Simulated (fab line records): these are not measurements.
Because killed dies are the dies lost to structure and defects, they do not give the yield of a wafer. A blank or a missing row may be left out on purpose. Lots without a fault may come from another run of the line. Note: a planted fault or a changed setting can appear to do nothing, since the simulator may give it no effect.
Shared-tool check | flow nandHarc | Lots sampled 10, wafers sampled 30

REASON IT WAS OPENED
Flagged at NHARC_P_M1_THK_MEAS_24: reading thkNm, on 2 of 10 lots. No-fault wafers: 157.8 nm, standard deviation 1.7.
Rule: a lot is flagged in two cases, either no wafer of it has a number, or all its wafers with numbers fall more than 4 standard deviations from that mean. The rest of the lots are taken to be sound.

lot  | measured     | on           | thkNm (nm), wafer by wafer | flag
L569 | day 6 05:04  | filmMetro-02 | 155.0 158.3 157.6          | 
L571 | day 7 03:17  | filmMetro-02 | 162.2 157.2 156.2          | 
L573 | day 7 04:31  | filmMetro-01 | 158.0 156.6 157.5          | 
L574 | day 7 10:40  | filmMetro-02 | 156.9 154.5 155.3          | 
L579 | day 8 12:51  | filmMetro-02 | 156.6 156.4 156.3          | 
L580 | day 8 20:10  | filmMetro-01 | 157.1 159.8 158.8          | 
L582 | day 9 11:15  | filmMetro-02 | 30.4 29.5 30.0             | FLAGGED
L581 | day 9 11:38  | filmMetro-02 | 31.0 32.8 29.7             | FLAGGED
L589 | day 11 06:13 | filmMetro-02 | 157.9 158.7 159.3          | 
L592 | day 12 00:07 | filmMetro-01 | 158.0 156.1 156.4          | 
The numbers of the flagged lots are 30.6 nm on average: -127.2 nm against the usual, or -75 standard deviations.

LOT BY LOT: THE TOOL USED
5 process steps preceding the reading are held in the record, out of 1159 steps in the route. Cell contents, in order: the tool; ch with the chambers the sampled wafers went through; the start.
lot  | flag    | NHARC_P_M1_ETCH_35                | NHARC_P_M1_PRE_CLEAN_30                | NHARC_P_M1_PVD_20                      | NHARC_P_M1_ECD_22             | NHARC_P_M1_CMP_23
L569 |         | rieDiel-09 ch 0,3, day 6 02:40    | pvdSputter-01, day 6 04:11 or earlier  | pvdSputter-01, day 6 04:11 or earlier  | ecdCu-01 ch 0,1, day 6 04:11  | cmp-01 ch 0,3, day 6 04:47
L571 |         | rieDiel-09 ch 2,3, day 7 00:54    | pvdSputter-03, day 7 02:19 or earlier  | pvdSputter-03, day 7 02:19 or earlier  | ecdCu-01 ch 0,1, day 7 02:19  | cmp-01 ch 0,1,3, day 7 03:02
L573 |         | rieDiel-13 ch 0,1,2, day 7 02:10  | pvdSputter-01, day 7 03:37 or earlier  | pvdSputter-01, day 7 03:37 or earlier  | ecdCu-02 ch 0,1, day 7 03:37  | cmp-04 ch 0,1,2, day 7 04:17
L574 |         | rieDiel-01 ch 1,2,3, day 7 08:18  | pvdSputter-01, day 7 09:37 or earlier  | pvdSputter-01, day 7 09:37 or earlier  | ecdCu-01 ch 0,1, day 7 09:37  | cmp-02 ch 0,2, day 7 10:21
L579 |         | rieDiel-13 ch 0,1,2, day 8 10:30  | pvdSputter-02, day 8 11:49 or earlier  | pvdSputter-02, day 8 11:49 or earlier  | ecdCu-01 ch 0,1, day 8 11:49  | cmp-04 ch 0,1,2, day 8 12:32
L580 |         | rieDiel-01 ch 0,2, day 8 17:12    | pvdSputter-01, day 8 19:10 or earlier  | pvdSputter-01, day 8 19:10 or earlier  | ecdCu-01 ch 0,1, day 8 19:10  | cmp-02 ch 0,1,3, day 8 19:50
L582 | FLAGGED | rieDiel-09 ch 1,2, day 9 08:55    | pvdSputter-01, day 9 10:16 or earlier  | pvdSputter-01, day 9 10:16 or earlier  | ecdCu-02 ch 0,1, day 9 10:16  | cmp-02 ch 0,1,2, day 9 10:59
L581 | FLAGGED | rieDiel-01 ch 0,1,2, day 9 09:19  | pvdSputter-03, day 9 10:36 or earlier  | pvdSputter-03, day 9 10:36 or earlier  | ecdCu-01 ch 0,1, day 9 10:36  | cmp-01 ch 0,3, day 9 11:21
L589 |         | rieDiel-13 ch 0,2,3, day 11 03:52 | pvdSputter-03, day 11 05:11 or earlier | pvdSputter-03, day 11 05:11 or earlier | ecdCu-01 ch 0,1, day 11 05:11 | cmp-04 ch 0,1,2, day 11 05:54
L592 |         | rieDiel-13 ch 1,2,3, day 11 21:47 | pvdSputter-01, day 11 23:05 or earlier | pvdSputter-01, day 11 23:05 or earlier | ecdCu-01 ch 0,1, day 11 23:05 | cmp-04 ch 0,1,2, day 11 23:48
These steps, and what they do:
- NHARC_P_M1_ETCH_35: etches the open film in N2/H2, target depth 40 nm, overetch 12 nm, time 43.94 s.
- NHARC_P_M1_PRE_CLEAN_30: time 30 s.
- NHARC_P_M1_PVD_20: deposits TaN, target thk 5 nm, time 8.06 s.
- NHARC_P_M1_ECD_22: material Cu, target thk 400 nm.
- NHARC_P_M1_CMP_23: polishes, t overpolish 20 s, target thk 157.82 nm.
- NHARC_P_M1_THK_MEAS_24: measures by xrf.

FLAGGED AGAINST TOTAL, ONE TOOL AT A TIME (gauges that did the reading follow at the end)
step                    | tool          | lots run | flagged | share of the flagged lots | sound lots run after its first flagged lot
NHARC_P_M1_ETCH_35      | rieDiel-01    | 3        | 1       | some                      | 0
NHARC_P_M1_ETCH_35      | rieDiel-09    | 3        | 1       | some                      | 0
NHARC_P_M1_ETCH_35      | rieDiel-13    | 4        | 0       | none                      | -
NHARC_P_M1_PRE_CLEAN_30 | pvdSputter-01 | 6        | 1       | some                      | 1 (L592)
NHARC_P_M1_PRE_CLEAN_30 | pvdSputter-02 | 1        | 0       | none                      | -
NHARC_P_M1_PRE_CLEAN_30 | pvdSputter-03 | 3        | 1       | some                      | 1 (L589)
NHARC_P_M1_PVD_20       | pvdSputter-01 | 6        | 1       | some                      | 1 (L592)
NHARC_P_M1_PVD_20       | pvdSputter-02 | 1        | 0       | none                      | -
NHARC_P_M1_PVD_20       | pvdSputter-03 | 3        | 1       | some                      | 1 (L589)
NHARC_P_M1_ECD_22       | ecdCu-01      | 8        | 1       | some                      | 2 (L589,L592)
NHARC_P_M1_ECD_22       | ecdCu-02      | 2        | 1       | some                      | 0
NHARC_P_M1_CMP_23       | cmp-01        | 3        | 1       | some                      | 0
NHARC_P_M1_CMP_23       | cmp-02        | 3        | 1       | some                      | 0
NHARC_P_M1_CMP_23       | cmp-04        | 4        | 0       | none                      | -
NHARC_P_M1_THK_MEAS_24  | filmMetro-01  | 3        | 0       | none                      | -
NHARC_P_M1_THK_MEAS_24  | filmMetro-02  | 7        | 2       | all                       | 1 (L589)
Because NHARC_P_M1_PRE_CLEAN_30 lacks a start for some lots, the hours and order of its lots are taken from NHARC_P_M1_ECD_22. Because NHARC_P_M1_PVD_20 lacks a start for some lots, the hours and order of its lots are taken from NHARC_P_M1_ECD_22.

WHAT THE TABLE PERMITS
1 row of the table ran every flagged lot: filmMetro-02 at NHARC_P_M1_THK_MEAS_24.
- filmMetro-02 at NHARC_P_M1_THK_MEAS_24 ran 7 lots, 2 of them flagged. After the first flagged lot (L589), sound lots still ran on it; a lasting fault on the whole tool would not permit that.
Not one row of the table ran every flagged lot while running no sound lot after the first.

WHAT THE SIMULATOR HAD INSERTED
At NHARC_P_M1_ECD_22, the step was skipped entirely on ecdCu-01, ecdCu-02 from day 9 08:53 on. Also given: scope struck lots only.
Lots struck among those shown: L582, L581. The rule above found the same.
